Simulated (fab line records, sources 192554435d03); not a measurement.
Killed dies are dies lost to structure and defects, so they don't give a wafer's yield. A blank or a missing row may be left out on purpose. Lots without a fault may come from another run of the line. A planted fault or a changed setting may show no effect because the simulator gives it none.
fab line records | flow n5_finfet | part 1 of 2: steps 1 to 7 of 9
record lots=14 wafers=42 last_day=17
route steps=1938 shown FIN_SAQP@116 STI_FIN_REVEAL@207 BEOL_M4@1111
lots that met no fault: from a run of the same line without faults
start_h: hours from the record's first day to the start of the lot's first wafer shown | wait_h: hours since the lot's step before | " the same as in the row above | L1.1+2: a row that stands for several wafers | - no value, or no start given | * or withheld: withheld | < > ~ a bound
route shown NAME@n: a module of which the file shows steps, and the number in the route of the first | usual: mean/standard deviation of fault-free wafers | same: alike in all rows | chamber/n: place in a boat | sites: the reading at each site | _std_site: their standard deviation | _edge_site: outer sites' mean less inner sites' | radius_mm: how far each site lies from the wafer's centre | mask NAME#n: copy n | behind: the tool/chamber that last shaped the wafer | hold: why the lot was held/for how many hours/how that ended | device: the transistor (n, p or np) that didn't switch | end of line: the same wafers' tests at the end of the route | a step without rows: its recipe alone | killed: dies lost to structure and defects at the first sort, not the wafer's yield | map: a wafer's dies, x killed, . not, _ none there
set.NAME: the setting as run; set.NAME@STEP: as run at that earlier step | model.NAME: the simulator's own value behind a step, which no gauge read
steps of the route over a sample of lots; a table a step, a row a wafer
services: from which hour (start_h, from the record's first day; less than 0 if before it) a tool's chamber was out of use, for how many hours, and why
## steps
# step N5_FIN_SAQP_ETCH_52
# recipe chemistry=N2/H2 target=SOC target_depth_a=1000 overetch_a=200 mask_material=SiARC temp_c=40 time_s=150 ion_energy_ev=200 pressure_mtorr=30 source_w=840 bias_w=150 n2_flow_sccm=200 h2_flow_sccm=200 ends=end_point
# usual drypump_motor_current_A=5.7/0.52 oes_product_au=0.69/0.063 rf_vpp_V=523.3/2.8 showerhead_plenum_p_Torr=2.52/0.097 temp_c=40.03/0.11 throttle_valve_pct=17.91/0.22
# columns lot.wafer tool chamber start_h wait_h drypump_motor_current_A oes_product_au rf_hours_counter_h rf_vpp_V showerhead_plenum_p_Torr temp_c throttle_valve_pct
L260.2 rie_diel-05 1 33.39 0.0 6.1 0.69 143 521.7 2.44 40.13 17.99
L260.3 " 2 " " 6.5 0.76 73 524.7 2.58 40.04 17.66
L260.5 " 0 " " 5.7 0.71 - 525.7 2.55 39.92 18.16
L261.2 rie_diel-06 0 40.95 0.0 6.4 0.63 201 523.8 2.53 40.08 18.11
L261.5 " 3 " " 5.1 0.63 - 523.5 2.51 40.12 18.04
L261.6 " 0 " " 6.4 0.63 - 522.1 2.53 40.09 18.09
L262.1 rie_diel-06 3 45.78 0.0 5.1 0.63 226 524.2 2.51 40.06 18.06
L262.5 " 2 " " 5.6 0.63 - 524.7 2.59 39.89 17.75
L262.6 " 1 " " 5.6 0.69 - 519.2 2.33 39.92 17.82
L265.1 rie_diel-04 0 65.46 0.0 6.1 0.70 104 526.9 2.68 39.99 18.06
L265.5 " 3 " " 4.9 0.67 - 521.1 2.46 40.07 18.02
L265.6 " 0 " " 6.1 0.71 - 527.6 2.68 39.99 18.06
L266.3 rie_diel-06 0 69.80 0.0 6.5 0.63 210 523.4 2.53 40.16 18.11
L266.4 " 1 " " 5.6 0.68 144 517.7 2.33 39.96 17.83
L266.6 " 2 " " 5.6 0.62 - 526.0 2.59 39.98 17.77
L267.2 rie_diel-06 0 76.49 0.0 6.5 0.62 213 522.5 2.53 40.08 18.11
L267.4 " 1 " " 5.6 0.68 146 518.6 2.33 40.08 17.84
L267.5 " 0 " " 6.4 0.62 - 522.2 2.53 40.09 18.13
L268.2 rie_diel-05 2 82.22 0.0 6.5 0.74 92 524.8 2.57 39.78 17.68
L268.5 " 0 " " 5.7 0.69 - 524.3 2.55 40.10 18.20
L268.6 " 3 " " 5.4 0.70 - 524.0 2.53 40.07 17.61
L269.2 rie_diel-05 2 87.98 0.0 6.5 0.73 94 524.7 2.57 40.14 17.69
L269.3 " 1 " " 6.1 0.67 163 520.5 2.43 39.93 18.02
L269.4 " 0 " " 5.8 0.69 146 522.3 2.55 40.06 18.18
L270.1 rie_diel-06 1 94.31 0.0 5.6 0.67 153 516.8 2.32 39.99 17.86
L270.3 " 0 " " 6.5 0.62 218 523.2 2.53 40.04 18.13
L270.4 " 3 " " 5.1 0.62 - 523.0 2.50 40.01 18.06
L272.3 rie_diel-04 1 108.79 0.0 5.8 0.82 15 525.1 2.60 39.89 17.96
L272.5 " 3 " " 4.9 0.67 - 521.9 2.45 39.85 18.05
L272.6 " 2 " " 4.9 0.66 - 526.8 2.63 40.10 17.83
L273.1 rie_diel-06 0 112.35 0.0 6.4 0.62 226 523.8 2.52 39.93 18.14
L273.3 " 2 " " 5.6 0.88 1 526.2 2.58 40.10 17.40
L273.4 " 3 " " 5.1 0.62 250 521.9 2.50 40.14 18.09
L274.1 rie_diel-04 2 119.05 0.0 4.9 0.65 187 527.3 2.63 40.18 17.85
L274.4 " 1 " " 5.8 0.81 19 526.4 2.59 40.02 17.99
L274.6 " 1 " " 5.8 0.82 - 524.8 2.59 39.96 17.99
L280.1 rie_diel-05 0 153.91 0.0 5.8 0.67 173 523.5 2.54 39.97 18.24
L280.3 " 3 " " 5.4 0.67 158 522.2 2.52 40.18 17.65
L280.5 " 2 " " 6.5 0.72 - 523.7 2.56 39.99 17.76
L281.3 rie_diel-04 3 159.98 0.0 4.9 0.66 152 520.8 2.44 40.07 18.09
L281.4 " 2 " " 4.9 0.65 196 527.0 2.63 39.91 17.84
L281.6 " 3 " " 4.9 0.66 - 520.8 2.44 40.13 18.09
# step N5_FIN_SAQP_HM_OPEN_73
# recipe chemistry=CHF3/O2 target=SiO2 stop_on=a-Si target_depth_a=120 over_etch_frac=1.8 mask_material=SOC time_s=16.8 pressure_mtorr=30 source_w=650 bias_w=170 Ar_flow_sccm=200 CHF3_flow_sccm=50 O2_flow_sccm=5 ion_energy_ev=200 ends=end_point
# usual CHF3_flow_sccm=49.99/0.15 drypump_motor_current_A=5.7/0.51 oes_product_au=0.46/0.042 rf_vpp_V=524/11 showerhead_plenum_p_Torr=2.39/0.086 throttle_valve_pct=18.90/0.18
# columns lot.wafer tool chamber start_h wait_h CHF3_flow_sccm drypump_motor_current_A oes_product_au rf_hours_counter_h rf_vpp_V showerhead_plenum_p_Torr throttle_valve_pct
L260.2 rie_diel-05 1 33.49 0.0 50.18 6.1 0.46 143 508 2.30 18.99
L260.3 " 2 " " 49.86 6.5 0.51 73 544 2.43 18.61
L260.5 " 0 " " 50.05 5.7 0.47 - 533 2.40 19.01
L261.2 rie_diel-06 0 41.06 0.0 49.96 6.4 0.42 201 520 2.40 18.91
L261.5 " 3 " " 49.88 5.1 0.42 - 528 2.38 18.97
L261.6 " 0 " " 49.92 6.5 0.42 - 521 2.40 18.90
L262.1 rie_diel-06 3 45.88 0.0 50.12 5.1 0.42 226 527 2.38 18.97
L262.5 " 2 " " 49.98 5.6 0.42 - 526 2.45 18.78
L262.6 " 1 " " 49.94 5.6 0.46 - 514 2.23 18.97
L265.1 rie_diel-04 0 65.56 0.0 49.76 6.0 0.46 105 520 2.53 18.92
L265.5 " 3 " " 49.95 4.9 0.46 - 527 2.33 19.00
L265.6 " 0 " " 49.93 6.0 0.47 - 519 2.53 18.92
L266.3 rie_diel-06 0 69.91 0.0 49.80 6.4 0.42 210 521 2.39 18.92
L266.4 " 1 " " 50.07 5.6 0.46 144 516 2.23 18.99
L266.6 " 2 " " 49.94 5.6 0.43 - 528 2.45 18.80
L267.2 rie_diel-06 0 76.59 0.0 49.78 6.5 0.42 213 522 2.39 18.94
L267.4 " 1 " " 49.62 5.6 0.46 146 514 2.23 18.98
L267.5 " 0 " " 49.86 6.4 0.42 - 520 2.39 18.94
L268.2 rie_diel-05 2 82.32 0.0 49.97 6.5 0.50 92 545 2.42 18.64
L268.5 " 0 " " 50.05 5.7 0.46 - 531 2.40 19.04
L268.6 " 3 " " 50.16 5.4 0.47 - 533 2.42 18.79
L269.2 rie_diel-05 2 88.08 0.0 50.01 6.5 0.49 94 543 2.42 18.63
L269.3 " 1 " " 50.26 6.1 0.44 163 506 2.29 19.02
L269.4 " 0 " " 50.18 5.8 0.46 146 530 2.40 19.03
L270.1 rie_diel-06 1 94.42 0.0 50.04 5.6 0.45 153 516 2.22 19.00
L270.3 " 0 " " 50.14 6.5 0.41 218 522 2.39 18.92
L270.4 " 3 " " 49.95 5.1 0.42 - 527 2.37 19.01
L272.3 rie_diel-04 1 108.89 0.0 49.97 5.8 0.55 15 502 2.47 19.01
L272.5 " 3 " " 49.77 4.9 0.45 - 526 2.32 19.02
L272.6 " 2 " " 49.92 4.9 0.44 - 537 2.50 18.92
L273.1 rie_diel-06 0 112.45 0.0 50.19 6.4 0.41 226 521 2.39 18.97
L273.3 " 2 " " 50.13 5.6 0.58 1 526 2.45 18.44
L273.4 " 3 " " 49.91 5.1 0.42 250 527 2.37 19.02
L274.1 rie_diel-04 2 119.16 0.0 49.86 4.9 0.43 187 536 2.50 18.92
L274.4 " 1 " " 49.83 5.8 0.54 19 505 2.47 19.05
L274.6 " 1 " " 49.75 5.8 0.54 - 504 2.47 19.03
L280.1 rie_diel-05 0 154.01 0.0 49.96 5.8 0.44 173 529 2.39 19.09
L280.3 " 3 " " 50.22 5.4 0.46 158 534 2.41 18.82
L280.5 " 2 " " 49.94 6.5 0.48 - 544 2.41 18.68
L281.3 rie_diel-04 3 160.09 0.0 49.79 5.0 0.43 152 526 2.32 19.06
L281.4 " 2 " " 50.16 4.9 0.44 196 535 2.49 18.92
L281.6 " 3 " " 49.94 4.9 0.44 - 526 2.32 19.05
# step N5_FIN_SAQP_STRIP_55
# recipe chemistry=N2/H2 power_w=500 temp_c=40 pressure_mtorr=50 rf_frequency_hz=6e+07 overash_fraction=0.3 bias_power_w=28 h2_frac=0.5 n2_flow_sccm=300 h2_flow_sccm=300
# usual drypump_motor_current_A=5.7/0.55 oes_product_au=0.78/0.07 rf_vpp_V=121.9/1.3 showerhead_plenum_p_Torr=3.36/0.12 temp_c=40.00/0.11 throttle_valve_pct=19.0/0.42
# columns lot.wafer tool chamber start_h wait_h drypump_motor_current_A oes_product_au rf_hours_counter_h rf_vpp_V showerhead_plenum_p_Torr temp_c throttle_valve_pct
L260.2 rie_diel-05 0 33.68 0.1 5.8 0.78 127 118.7 3.37 39.95 19.4
L260.3 " 1 " " 6.2 0.78 143 120.4 3.22 39.86 18.8
L260.5 " 2 " " 6.5 0.84 - 122.1 3.41 39.93 18.7
L261.2 rie_diel-04 1 41.25 0.1 5.8 0.69 249 125.3 3.44 39.98 19.6
L261.5 " 1 " " 5.8 0.68 - 119.5 3.44 40.05 19.7
L261.6 " 0 " " 6.0 0.79 - 121.8 3.54 40.15 19.5
L262.1 rie_diel-05 0 46.17 0.2 5.8 0.78 131 121.9 3.37 40.19 19.4
L262.5 " 0 " " 5.8 0.78 - 121.4 3.37 40.05 19.4
L262.6 " 3 " " 5.4 0.81 - 122.7 3.35 40.14 18.4
L265.1 rie_diel-04 1 65.75 0.1 5.8 0.98 1 123.6 3.44 40.02 19.2
L265.5 " 3 " " 4.9 0.76 - 120.4 3.25 40.14 19.1
L265.6 " 2 " " 4.8 0.73 - 122.2 3.48 40.15 18.7
L266.3 rie_diel-06 2 70.09 0.1 5.6 0.69 244 121.5 3.42 40.10 18.7
L266.4 " 0 " " 6.4 0.70 210 121.6 3.34 40.02 19.7
L266.6 " 0 " " 6.4 0.70 - 122.5 3.34 39.97 19.7
L267.2 rie_diel-05 1 76.78 0.1 6.2 0.77 159 122.2 3.21 40.11 18.8
L267.4 " 1 " " 6.1 0.78 - 120.0 3.21 39.93 18.8
L267.5 " 0 " " 5.7 0.76 - 121.8 3.37 39.97 19.5
L268.2 rie_diel-04 0 82.51 0.1 6.0 0.77 109 121.7 3.54 39.94 19.6
L268.5 " 1 " " 5.8 0.95 - 122.9 3.43 40.08 19.2
L268.6 " 2 " " 4.9 0.74 - 122.3 3.48 40.06 18.7
L269.2 rie_diel-04 3 88.27 0.1 4.9 0.76 126 121.2 3.24 39.97 19.1
L269.3 " 2 " " 4.9 0.73 175 122.8 3.48 39.98 18.7
L269.4 " 1 " " 5.8 0.95 8 123.2 3.43 39.94 19.2
L270.1 rie_diel-04 0 94.60 0.1 6.0 0.76 112 123.9 3.53 39.76 19.5
L270.3 " 2 " " 4.9 0.73 178 124.0 3.48 40.00 18.7
L270.4 " 1 " " 5.8 0.93 10 122.7 3.43 40.11 19.2
L272.3 rie_diel-05 0 109.08 0.1 5.8 0.76 156 122.6 3.36 40.07 19.5
L272.5 " 3 " " 5.4 0.79 - 119.9 3.34 40.11 18.4
L272.6 " 2 " " 6.5 0.83 - 120.7 3.39 40.06 18.8
L273.1 rie_diel-05 0 112.71 0.1 5.8 0.76 157 122.3 3.36 40.06 19.5
L273.3 " 2 " " 6.5 0.82 103 122.2 3.39 39.95 18.8
L273.4 " 1 " " 6.1 0.76 173 123.2 3.21 40.06 18.9
L274.1 rie_diel-06 1 119.34 0.1 5.6 0.75 164 119.7 3.08 40.02 18.7
L274.4 " 0 " " 6.5 0.69 - 120.5 3.33 39.94 19.7
L274.6 " 1 " " 5.6 0.74 - 121.3 3.08 40.16 18.7
L280.1 rie_diel-04 1 154.20 0.1 5.8 0.88 32 121.8 3.42 40.06 19.3
L280.3 " 0 " " 6.0 0.74 135 123.5 3.52 40.08 19.6
L280.5 " 0 " " 6.0 0.75 - 122.8 3.52 40.07 19.6
L281.3 rie_diel-04 2 160.28 0.1 4.9 0.71 196 123.4 3.47 39.93 18.7
L281.4 " 3 " " 4.9 0.72 152 121.2 3.23 39.90 19.2
L281.6 " 2 " " 4.9 0.71 - 122.8 3.47 39.92 18.7
# step N5_FIN_SAQP_SPACER2_ALD_28
# recipe material=SiO2 target_thk_a=81 temp_c=300 ald_precursor_family=BDEAS ald_co_reactant=O2-plasma pulse_time_s=1 purge_time_s=2 co_reactant_purge_time_s=2 pressure_torr=2
# usual heater_power_w=456/41 precursor_pulse_height_rel=1.002/0.02
# columns lot.wafer tool chamber start_h wait_h heater_power_w precursor_pulse_height_rel
L260.2 ald_sin-03 3 37.33 1.1 416 1.025
L260.3 " 1 " " 523 1.029
L260.5 " 1 " " 519 0.995
L261.2 ald_sin-02 1 44.07 0.1 488 1.025
L261.5 " 0 " " 457 1.010
L261.6 " 3 " " 457 0.980
L262.1 ald_sin-01 0 49.14 0.1 421 1.011
L262.5 " 0 " " 421 0.976
L262.6 " 1 " " 474 1.022
L265.1 ald_sin-01 1 68.71 0.4 469 1.003
L265.5 " 2 " " 396 1.034
L265.6 " 3 " " 422 0.988
L266.3 ald_sin-02 0 72.85 0.1 446 0.989
L266.4 " 2 " " 456 1.038
L266.6 " 2 " " 468 1.053
L267.2 ald_sin-01 0 80.37 0.1 428 0.993
L267.4 " 3 " " 435 0.990
L267.5 " 2 " " 396 0.985
L268.2 ald_sin-01 0 86.04 0.1 420 0.980
L268.5 " 3 " " 416 1.019
L268.6 " 2 " " 399 1.037
L269.2 ald_sin-03 2 92.47 0.1 536 0.953
L269.3 " 3 " " 415 0.991
L269.4 " 1 " " 524 1.000
L270.1 ald_sin-03 3 99.25 0.1 409 1.012
L270.3 " 1 " " 540 1.041
L270.4 " 2 " " 532 0.997
L272.3 ald_sin-03 0 111.74 0.1 468 1.005
L272.5 " 1 " " 524 1.019
L272.6 " 2 " " 526 0.998
L273.1 ald_sin-03 1 115.39 0.1 524 1.034
L273.3 " 3 " " 421 0.997
L273.4 " 0 " " 477 1.011
L274.1 ald_sin-01 0 122.75 0.2 425 0.996
L274.4 " 1 " " 465 0.993
L274.6 " 3 " " 421 1.005
L280.1 ald_sin-01 2 157.22 0.1 404 0.972
L280.3 " 1 " " 483 0.999
L280.5 " 3 " " 430 1.025
L281.3 ald_sin-01 1 163.87 0.1 477 1.012
L281.4 " 1 " " 456 1.002
L281.6 " 2 " " 405 1.040
# step N5_FIN_SAQP_CD_MEAS_31
# recipe target_cd_nm=8 landing_energy_ev=1000 detector=se_inlens polarity=line
# usual cd_nm=8.08/0.23
# columns lot.wafer tool chamber start_h wait_h cd_nm
L260.2 cd_sem-02 0 37.85 0.1 7.74
L260.3 " 0 " " 7.96
L260.5 " 0 " " 7.97
L261.2 cd_sem-02 0 44.60 0.1 7.96
L261.5 " 0 " " 8.23
L261.6 " 0 " " 7.56
L262.1 cd_sem-03 0 49.66 0.1 8.57
L262.5 " 0 " " 8.14
L262.6 " 0 " " 8.20
L265.1 cd_sem-03 0 69.23 0.1 8.17
L265.5 " 0 " " 8.01
L265.6 " 0 " " 8.32
L266.3 cd_sem-03 0 73.44 0.1 8.72
L266.4 " 0 " " 8.19
L266.6 " 0 " " 8.00
L267.2 cd_sem-02 0 80.89 0.1 8.35
L267.4 " 0 " " 8.33
L267.5 " 0 " " 7.88
L268.2 cd_sem-02 0 86.57 0.1 8.11
L268.5 " 0 " " 7.87
L268.6 " 0 " " 8.52
L269.2 cd_sem-03 0 92.99 0.1 7.97
L269.3 " 0 " " 8.35
L269.4 " 0 " " 8.26
L270.1 cd_sem-01 0 99.80 0.1 8.43
L270.3 " 0 " " 8.10
L270.4 " 0 " " 8.14
L272.3 cd_sem-02 0 112.28 0.1 8.19
L272.5 " 0 " " 8.30
L272.6 " 0 " " 4.44
L273.1 cd_sem-01 0 115.91 0.1 4.48
L273.3 " 0 " " 8.14
L273.4 " 0 " " 7.95
L274.1 cd_sem-03 0 123.35 0.1 7.71
L274.4 " 0 " " 8.41
L274.6 " 0 " " 7.72
L280.1 cd_sem-02 0 157.74 0.1 7.95
L280.3 " 0 " " 7.79
L280.5 " 0 " " 8.29
L281.3 cd_sem-02 0 164.42 0.1 7.66
L281.4 " 0 " " 7.99
L281.6 " 0 " " 8.36
# step N5_FIN_SAQP_HM_CD_35
# recipe target_cd_nm=8 polarity=line
# usual cd_nm=8.13/0.24
# columns lot.wafer tool chamber start_h wait_h cd_nm
L260.2 cd_sem-03 - 38.11 0.1 7.96
L260.3 " - " " 7.84
L260.5 " - " " 8.04
L261.2 cd_sem-01 - 44.86 0.1 8.16
L261.5 " - " " 8.38
L261.6 " - " " 8.09
L262.1 cd_sem-01 - 49.92 0.1 7.88
L262.5 " - " " 8.42
L262.6 " - " " 8.37
L265.1 cd_sem-03 - 69.52 0.1 8.04
L265.5 " - " " 8.12
L265.6 " - " " 7.93
L266.3 cd_sem-03 - 73.71 0.1 8.25
L266.4 " - " " 8.33
L266.6 " - " " 8.39
L267.2 cd_sem-03 - 81.17 0.1 8.10
L267.4 " - " " 8.14
L267.5 " - " " 8.07
L268.2 cd_sem-02 - 87.08 0.1 8.06
L268.5 " - " " 7.92
L268.6 " - " " 7.99
L269.2 cd_sem-02 - 93.26 0.1 7.85
L269.3 " - " " 8.23
L269.4 " - " " 8.12
L270.1 cd_sem-01 - 100.07 0.1 8.22
L270.3 " - " " 8.46
L270.4 " - " " 8.25
L272.3 cd_sem-01 - 112.74 0.1 8.10
L272.5 " - " " 8.28
L272.6 " - " " 4.71
L273.1 cd_sem-01 - 116.18 0.1 4.99
L273.3 " - " " 8.09
L273.4 " - " " 8.00
L274.1 cd_sem-01 - 123.61 0.1 8.05
L274.4 " - " " 7.74
L274.6 " - " " 8.27
L280.1 cd_sem-01 - 158.19 0.1 8.02
L280.3 " - " " 8.29
L280.5 " - " " 8.40
L281.3 cd_sem-02 - 164.77 0.1 7.74
L281.4 " - " " 8.61
L281.6 " - " " 8.08
# step N5_FIN_SAQP_CD_MEAS_37
# recipe target_cd_nm=8 polarity=line
# usual cd_nm=8.07/0.28
# columns lot.wafer tool chamber start_h wait_h cd_nm
L260.2 cd_sem-02 - 38.30 0.1 8.12
L260.3 " - " " 7.41
L260.5 " - " " 7.73
L261.2 cd_sem-01 - 45.05 0.1 8.03
L261.5 " - " " 8.04
L261.6 " - " " 8.02
L262.1 cd_sem-02 - 50.11 0.1 8.85
L262.5 " - " " 7.98
L262.6 " - " " 7.88
L265.1 cd_sem-03 - 69.70 0.1 8.32
L265.5 " - " " 7.83
L265.6 " - " " 8.44
L266.3 cd_sem-01 - 73.90 0.1 8.31
L266.4 " - " " 8.16
L266.6 " - " " 8.25
L267.2 cd_sem-01 - 81.35 0.1 8.24
L267.4 " - " " 7.80
L267.5 " - " " 8.26
L268.2 cd_sem-03 - 87.27 0.1 8.08
L268.5 " - " " 8.02
L268.6 " - " " 7.60
L269.2 cd_sem-02 - 93.45 0.1 7.54
L269.3 " - " " 8.40
L269.4 " - " " 8.21
L270.1 cd_sem-03 - 100.25 0.1 8.29
L270.3 " - " " 8.01
L270.4 " - " " 8.06
L272.3 cd_sem-01 - 112.93 0.1 8.66
L272.5 " - " " 7.92
L272.6 " - " " 4.18
L273.1 cd_sem-03 - 116.37 0.1 4.95
L273.3 " - " " 8.10
L273.4 " - " " 8.06
L274.1 cd_sem-01 - 123.80 0.1 8.60
L274.4 " - " " 8.22
L274.6 " - " " 8.02
L280.1 cd_sem-02 - 158.37 0.1 8.18
L280.3 " - " " 7.78
L280.5 " - " " 7.84
L281.3 cd_sem-03 - 164.97 0.1 7.65
L281.4 " - " " 8.34
L281.6 " - " " 8.14
## key
first_sign step=N5_FIN_SAQP_CD_MEAS_31 reading=cd_nm direction=down sigmas=16 usual=8.08 struck=4.46
effect step=N5_FIN_SAQP_HM_CD_35 reading=cd_nm direction=down sigmas=14 usual=8.13 struck=4.85
effect step=N5_FIN_SAQP_CD_MEAS_37 reading=cd_nm direction=down sigmas=12 usual=8.07 struck=4.56
effect step=N5_STI_FIN_REVEAL_CD_MEAS_22 reading=cd_nm direction=down sigmas=10 usual=6.21 struck=3.14
effect step=N5_BEOL_M4_RC_MEAS_101 reading=VT_N_LVT direction=up sigmas=15 usual=99 struck=149
effect step=N5_BEOL_M4_RC_MEAS_101 reading=VT_N direction=up sigmas=15 usual=250 struck=301
effect step=N5_BEOL_M4_RC_MEAS_101 reading=ION_N direction=down sigmas=12 usual=672 struck=516
effect step=N5_BEOL_M4_RC_MEAS_101 reading=DIBL_P direction=down sigmas=12 usual=35.8 struck=7.8
effect step=N5_BEOL_M4_RC_MEAS_101 reading=SS_P direction=down sigmas=12 usual=73.2 struck=65.5
effect step=N5_BEOL_M4_RC_MEAS_101 reading=DIBL_N direction=down sigmas=11 usual=35.9 struck=15.0
effect step=N5_BEOL_M4_RC_MEAS_101 reading=VT_P_LVT direction=down sigmas=10 usual=-99.3 struck=-129.5
effect step=N5_BEOL_M4_RC_MEAS_101 reading=ION_P direction=down sigmas=9.4 usual=462 struck=385
effect step=N5_BEOL_M4_RC_MEAS_101 reading=VT_P direction=down sigmas=8.9 usual=-250 struck=-281
effect step=N5_BEOL_M4_RC_MEAS_101 reading=SS_N direction=down sigmas=6 usual=71.5 struck=67.2
effect step=N5_BEOL_M4_RC_MEAS_101 reading=IOFF_P_LIN direction=down sigmas=5.8 usual=0.098 struck=0.019
effect step=N5_BEOL_M4_RC_MEAS_101 reading=IOFF_P_85C direction=down sigmas=5.7 usual=3.6 struck=0.5
met_at N5_FIN_SAQP_SPACER2_ALD_28
struck_lots L272,L273
struck_wafers L272.6,L273.1
sort_left_out L272.6,L273.1
not_acting_at N5_FIN_SAQP_ETCH_52,N5_FIN_SAQP_HM_OPEN_73,N5_FIN_SAQP_STRIP_55
onset_between 99.25 111.74
fault kind=process_parameter_drift tool=ald_sin-03 chamber=- onset_h=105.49 steps=N5_FIN_SAQP_SPACER2_ALD_28 channel=target_thk_a offset=* shape=step end_h=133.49 scope=struck_wafers_only acts_in=* stated=*
# sort_left_out: the simulated sort isn't trusted on such a fault, so these wafers' sort isn't shown, and their yield isn't known
